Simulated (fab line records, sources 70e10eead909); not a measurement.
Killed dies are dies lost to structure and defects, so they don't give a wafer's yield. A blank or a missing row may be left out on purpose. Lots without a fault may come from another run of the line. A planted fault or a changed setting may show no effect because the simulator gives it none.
Chamber matching | flow nand_harc | NHARC_A_STAIRCASE_DESCUM_168 on rie_diel-04: 4 sister chambers
The step chemistry O2, time 3 s. 4 wafers are shown with their chamber, then 12 later ones without.

WAFERS WITH THEIR CHAMBER
wafer  | chamber | showerhead_plenum_p_Torr (Torr)
L085.4 | 0       | 1.93
L085.5 | 1       | 2.01
L089.4 | 3       | 1.99
L089.5 | 2       | 1.82

WAFERS WITHOUT THEIR CHAMBER
wafer  | showerhead_plenum_p_Torr (Torr)
L091.1 | 1.81
L091.4 | 1.93
L091.5 | 1.81
L093.1 | 1.93
L093.3 | 1.81
L093.4 | 1.99
L092.1 | 1.99
L092.3 | 2.01
L092.5 | 1.98
L096.1 | 2.01
L096.2 | 1.81
L096.3 | 1.98

WHICH CHAMBER EACH WENT THROUGH
wafer  | from the rows above | in truth
L091.1 | 2                   | 2
L091.4 | 0                   | 0
L091.5 | 2                   | 2
L093.1 | 0                   | 0
L093.3 | 2                   | 2
L093.4 | 3                   | 3
L092.1 | 3                   | 3
L092.3 | 1                   | 1
L092.5 | 3                   | 3
L096.1 | 1                   | 1
L096.2 | 2                   | 2
L096.3 | 3                   | 3
Placed correctly: 12 of 12. Can't be placed from these rows: 0. Placed wrongly: 0.
How it was worked out, from the rows above alone: a wafer's distance from a chamber is the root of the sum, over the readings, of the square of ((its reading less the chamber's mean) divided by the reading's scatter). The wafer belongs to the nearest chamber; if the next one is less than 2 further off, it can't be placed. A chamber's mean is the mean of its shown wafers. The scatter: with one shown wafer a chamber, the root of the mean of the squares of how far each hidden wafer lies from its nearest shown one.
